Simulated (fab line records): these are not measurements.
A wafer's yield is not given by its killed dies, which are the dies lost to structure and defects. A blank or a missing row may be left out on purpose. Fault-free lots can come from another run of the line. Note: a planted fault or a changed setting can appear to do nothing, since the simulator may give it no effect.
Matching of chambers :: flow n5 finfet :: N5_SDB_DESCUM_16 on rie diel-06 has 4 sister chambers
The step chemistry O2, time 7.9 s. 18 wafers are shown with their chamber, then 9 later ones without.

## WAFERS WITH THEIR CHAMBER
wafer: L074.2
chamber: 1
drypump motor current A (A): 6.5
showerhead plenum p Torr (Torr): 2.23
oes product au (a.u.): 0.93

wafer: L074.3
chamber: 2
drypump motor current A (A): 5.6
showerhead plenum p Torr (Torr): 2.02
oes product au (a.u.): 0.81

wafer: L074.4
chamber: 1
drypump motor current A (A): 6.4
showerhead plenum p Torr (Torr): 2.23
oes product au (a.u.): 0.92

wafer: L075.1
chamber: 3
drypump motor current A (A): 6.6
showerhead plenum p Torr (Torr): 1.99
oes product au (a.u.): 0.72

wafer: L075.4
chamber: 1
drypump motor current A (A): 6.5
showerhead plenum p Torr (Torr): 2.23
oes product au (a.u.): 0.93

wafer: L075.5
chamber: 2
drypump motor current A (A): 5.6
showerhead plenum p Torr (Torr): 2.02
oes product au (a.u.): 0.80

wafer: L076.3
chamber: 3
drypump motor current A (A): 6.6
showerhead plenum p Torr (Torr): 1.99
oes product au (a.u.): 0.71

wafer: L076.5
chamber: 3
drypump motor current A (A): 6.6
showerhead plenum p Torr (Torr): 1.98
oes product au (a.u.): 0.71

wafer: L076.6
chamber: 2
drypump motor current A (A): 5.6
showerhead plenum p Torr (Torr): 2.02
oes product au (a.u.): 0.79

wafer: L077.2
chamber: 2
drypump motor current A (A): 5.6
showerhead plenum p Torr (Torr): 2.02
oes product au (a.u.): 0.81

wafer: L077.3
chamber: 1
drypump motor current A (A): 6.5
showerhead plenum p Torr (Torr): 2.23
oes product au (a.u.): 0.92

wafer: L077.4
chamber: 1
drypump motor current A (A): 6.5
showerhead plenum p Torr (Torr): 2.23
oes product au (a.u.): 0.93

wafer: L083.1
chamber: 3
drypump motor current A (A): 6.6
showerhead plenum p Torr (Torr): 1.98
oes product au (a.u.): 0.70

wafer: L083.4
chamber: 2
drypump motor current A (A): 5.6
showerhead plenum p Torr (Torr): 2.01
oes product au (a.u.): 0.78

wafer: L083.5
chamber: 3
drypump motor current A (A): 6.6
showerhead plenum p Torr (Torr): 1.98
oes product au (a.u.): 0.70

wafer: L088.2
chamber: 3
drypump motor current A (A): 6.6
showerhead plenum p Torr (Torr): 1.97
oes product au (a.u.): 0.68

wafer: L088.5
chamber: 0
drypump motor current A (A): 5.9
showerhead plenum p Torr (Torr): 2.10
oes product au (a.u.): 0.74

wafer: L088.6
chamber: 3
drypump motor current A (A): 6.6
showerhead plenum p Torr (Torr): 1.97
oes product au (a.u.): 0.69

SIGNATURES (means of the wafers above)
reading: drypump motor current A
chamber 0: 5.900
chamber 1: 6.480
chamber 2: 5.600
chamber 3: 6.600
scatter within a chamber: 0.0239

reading: showerhead plenum p Torr
chamber 0: 2.1000
chamber 1: 2.2300
chamber 2: 2.0180
chamber 3: 1.9800
scatter within a chamber: 0.00586

reading: oes product au
chamber 0: 0.7400
chamber 1: 0.9260
chamber 2: 0.7980
chamber 3: 0.7014
scatter within a chamber: 0.0116
Rule: a wafer lies at a distance from a chamber equal to the root of the sum of squares, over the readings, of (its reading less the chamber's mean, divided by the reading's scatter). If the next closest chamber is less than 2 further off than the closest, the wafer can't be placed; otherwise it belongs to the closest. The scatter: take each reading less its chamber's mean, square it, sum over the shown wafers, divide by the number of wafers less the number of chambers, and take the root.

## WAFERS MISSING THEIR CHAMBER
wafer: L089.1
drypump motor current A (A): 5.6
showerhead plenum p Torr (Torr): 2.01
oes product au (a.u.): 0.78

wafer: L089.4
drypump motor current A (A): 6.4
showerhead plenum p Torr (Torr): 2.22
oes product au (a.u.): 0.87

wafer: L089.6
drypump motor current A (A): 5.9
showerhead plenum p Torr (Torr): 2.10
oes product au (a.u.): 0.75

wafer: L090.2
drypump motor current A (A): 5.6
showerhead plenum p Torr (Torr): 2.01
oes product au (a.u.): 0.77

wafer: L090.3
drypump motor current A (A): 6.6
showerhead plenum p Torr (Torr): 1.97
oes product au (a.u.): 0.69

wafer: L090.6
drypump motor current A (A): 5.6
showerhead plenum p Torr (Torr): 2.01
oes product au (a.u.): 0.77

wafer: L093.1
drypump motor current A (A): 6.6
showerhead plenum p Torr (Torr): 1.97
oes product au (a.u.): 0.69

wafer: L093.5
drypump motor current A (A): 6.6
showerhead plenum p Torr (Torr): 1.97
oes product au (a.u.): 0.68

wafer: L093.6
drypump motor current A (A): 5.6
showerhead plenum p Torr (Torr): 2.00
oes product au (a.u.): 0.77

## WHICH CHAMBER EACH ONE RAN IN
wafer: L089.1
from the rows above: 2
in truth: 2

wafer: L089.4
from the rows above: 1
in truth: 1

wafer: L089.6
from the rows above: 0
in truth: 0

wafer: L090.2
from the rows above: 2
in truth: 2

wafer: L090.3
from the rows above: 3
in truth: 3

wafer: L090.6
from the rows above: 2
in truth: 2

wafer: L093.1
from the rows above: 3
in truth: 3

wafer: L093.5
from the rows above: 3
in truth: 3

wafer: L093.6
from the rows above: 2
in truth: 2
9 of 9 placed correctly. Not placeable from these rows: 0. Wrongly placed: 0.
